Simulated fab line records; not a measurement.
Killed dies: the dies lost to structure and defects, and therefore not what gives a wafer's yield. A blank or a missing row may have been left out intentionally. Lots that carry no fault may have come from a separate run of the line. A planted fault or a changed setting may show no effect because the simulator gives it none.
Struck lot and sound lot, side by side || flow nand-harc || 41 out of 1302 route steps
Sound: wafers L838.2, L838.4, L838.5. Struck: wafers L847.1, L847.2, L847.4. The cause is given at the end.
Per side, at each step with rows, come the tool, then ch with its chambers, and then its first start. Under that, the readings that differ: sound wafers || struck wafers || difference of the means || sigmas: that difference in standard deviations of wafers without a fault.
alike: readings with means less than 2 such deviations apart, plus words and numbers identical on both sides. not compared: withheld readings, readings lacking a value on some wafer, bounds such as >300 that could conceal the same value, and numbers that have no deviation in the record and whose values overlap.
A row with sigmas, a row that says differs or no value, or rows on one side alone: a step with any of these is where the two part. Non-overlapping numbers with no deviation appear without sigmas and do not part them. A reading missing from all wafers of one side parts the sides only when that side holds two or more wafers.

first, 2 steps without rows for these wafers: NHARC_A_SGD_CUT_PEB_07 (peb time 65 s); NHARC_A_SGD_CUT_DEVELOP_08 (develop time 35 s).
NHARC_A_SGD_CUT_CD_MEAS_09: the cd target is 100 nm.
  sound on cd-sem-03 ch 0, day 20 19:55; struck on cd-sem-02 ch 0, day 24 18:35
  alike: cd-nm
NHARC_A_SGD_CUT_OVL_MEAS_10:
  sound on overlay-01, day 20 20:00; struck on overlay-02, day 24 18:40
{"reading": "overlay-x-nm (nm)", "sound": "1.1 0.7 1.5", "struck": "0.0 -0.5 -0.3", "difference": -1.4, "sigmas": -2}
{"reading": "overlay-y-nm (nm)", "sound": "-0.2 0.2 0.2", "struck": "2.2 3.0 2.1", "difference": "+2.4", "sigmas": "+2"}
NHARC_A_SGD_CUT_INSPECT_11:
  sound on defect-inspect-02, day 20 20:02; struck on defect-inspect-02, day 24 18:42
  alike: raw-defect-count
then, 3 steps without rows for these wafers: NHARC_A_SGD_CUT_DESCUM_14 (chemistry O2, time 3 s); NHARC_A_SGD_CUT_ETCH_58 (etches the open film in CF4, target depth 39 nm, time 65 s); NHARC_A_SGD_CUT_ETCH_59 (etches the open film in N2/H2, target depth 260 nm, time 406.25 s).
NHARC_A_SGD_CUT_ETCH_15: etches the open film in CH3F/O2, target depth 75 nm, time 64.3 s.
  sound on rie-diel-08 ch 2,3; struck on rie-diel-06 ch 1,2,3
  alike: drypump-motor-current-A, mfc-ar-sccm, oes-product-au, rf-vpp-V, showerhead-plenum-p-Torr, throttle-valve-pct
  not compared: rf-hours-counter-h
then, 3 steps without rows for these wafers: NHARC_A_SGD_CUT_ETCH_16 (etches the open film in C4F8/O2/Ar, target depth 310.5 nm, time 155.2 s); NHARC_A_SGD_CUT_STRIP_60 (strips in C4F8/O2/Ar); NHARC_A_SGD_CUT_STRIP_17 (strips in O2).
NHARC_A_SGD_CUT_PRECLEAN_18: cleans in SC1.
  sound on wet-bench-03 ch 1,2,7, day 20 21:04; struck on wet-bench-07 ch 0,4,7, day 24 19:44
  alike: bath-heat-duty-pct
then, 3 steps without rows for these wafers: NHARC_A_SGD_CUT_SRD_19; NHARC_A_SGD_CUT_DEP_20 (deposits SiO2, target thk 150 nm); NHARC_A_SGD_CUT_ANNEAL_27 (time 1800 s).
NHARC_A_SGD_CUT_CMP_21: polishes, target thk 148.19 nm.
  sound on cmp-04 ch 0,2, day 21 01:58; struck on cmp-04 ch 0,1,2, day 25 01:55
  alike: motor-current-A, time-to-endpoint-s
NHARC_A_SGD_CUT_THK_MEAS_22: measures by ellipsometry.
  sound on film-metro-02, day 21 02:14; struck on film-metro-02, day 25 02:11
  alike: thk-nm
then, 15 steps without rows for these wafers: NHARC_A_SGD_CUT_SRD_23; NHARC_A_SGD_CUT_ETCH_26 (etches SiO2 in dHF, target depth 45.8 nm); NHARC_A_SGD_CUT_ETCHBACK_24 (etches the open film in CH3F/O2, target depth 50 nm, time 92.857 s); NHARC_A_SGD_CUT_STRIP_28 (strips in O2, time 20 s); NHARC_A_SLIT_DEP_25 (deposits SiO2, target thk 200 nm); NHARC_A_SLIT_DEP_00 (deposits aC, target thk 6200 nm); NHARC_A_SLIT_DEP_23 (deposits SiON, target thk 100 nm); NHARC_A_SLIT_DEHYDRATE_01 (time 120 s); NHARC_A_SLIT_HMDS_02 (time 30 s); NHARC_A_SLIT_COAT_03 (resist thk 90 nm); NHARC_A_SLIT_SOFTBAKE_04 (time 55 s); NHARC_A_SLIT_EBR_05; NHARC_A_SLIT_EXPOSE_06 (exposes mask SLIT); NHARC_A_SLIT_PEB_07 (peb time 65 s); NHARC_A_SLIT_DEVELOP_08 (develop time 35 s).
NHARC_A_SLIT_CD_MEAS_09: the cd target is 300 nm.
  sound on cd-sem-01 ch 0, day 21 10:58; struck on cd-sem-02 ch 0, day 25 12:38
  alike: cd-nm
NHARC_A_SLIT_OVL_MEAS_10:
  sound on overlay-01, day 21 11:04; struck on overlay-02, day 25 12:44
  alike: overlay-x-nm, overlay-y-nm
then, 1 step without rows for these wafers: NHARC_A_SLIT_DESCUM_14 (chemistry O2, time 3 s).
NHARC_A_SLIT_ETCH_24: etches the open film in CF4/CHF3, target depth 121 nm, time 60.5 s.
  sound on rie-diel-03 ch 0,1,3, day 21 11:14; struck on rie-diel-01 ch 1,2,3, day 25 12:56
  alike: drypump-motor-current-A, mfc-ar-sccm, oes-product-au, rf-vpp-V, showerhead-plenum-p-Torr, throttle-valve-pct
  not compared: rf-hours-counter-h
then, 1 step without rows for these wafers: NHARC_A_SLIT_ETCH_15 (etches the open film in O2/COS, target depth 6200 nm, time 1612 s).
NHARC_A_SLIT_ETCH_17: etches the open film in C4F8/O2/Ar, time 4254.5 s, target depth 20300 nm.
  sound on har-etch-01 ch 0,1, day 21 12:24; struck on har-etch-02 ch 0,1, day 25 15:26
{"reading": "drypump-motor-current-A (A)", "sound": "5.3 5.3 6.2", "struck": "6.2 6.8 6.8", "difference": "+1.0", "sigmas": "+2"}
  alike: mfc-ar-sccm, showerhead-plenum-p-Torr, throttle-valve-pct
  not compared: rf-hours-counter-h
NHARC_A_SLIT_ETCH_26: etches the open film in C4F8/O2/Ar, time 90 s, target depth 400 nm.
  sound on har-etch-01 ch 0,1, day 21 15:59; struck on har-etch-02 ch 0,1, day 25 19:03
  alike: drypump-motor-current-A, mfc-ar-sccm, showerhead-plenum-p-Torr, throttle-valve-pct
  not compared: rf-hours-counter-h
-- the record jumps here: 5 days lie between the struck wafers' starts before and after (it left off in module A_SLIT and takes up again in module END, whose first step shown is number 1302 of the route) --
NHARC_END_SORT_01:
  at this point the record logs the struck wafers (prober-02 ch 0, day 30 11:01) and has no rows for the sound ones

WHERE THEY PART
Last at NHARC_END_SORT_01 as far as this record goes, first at NHARC_A_SGD_CUT_OVL_MEAS_10.

WHY: what the simulator had put in
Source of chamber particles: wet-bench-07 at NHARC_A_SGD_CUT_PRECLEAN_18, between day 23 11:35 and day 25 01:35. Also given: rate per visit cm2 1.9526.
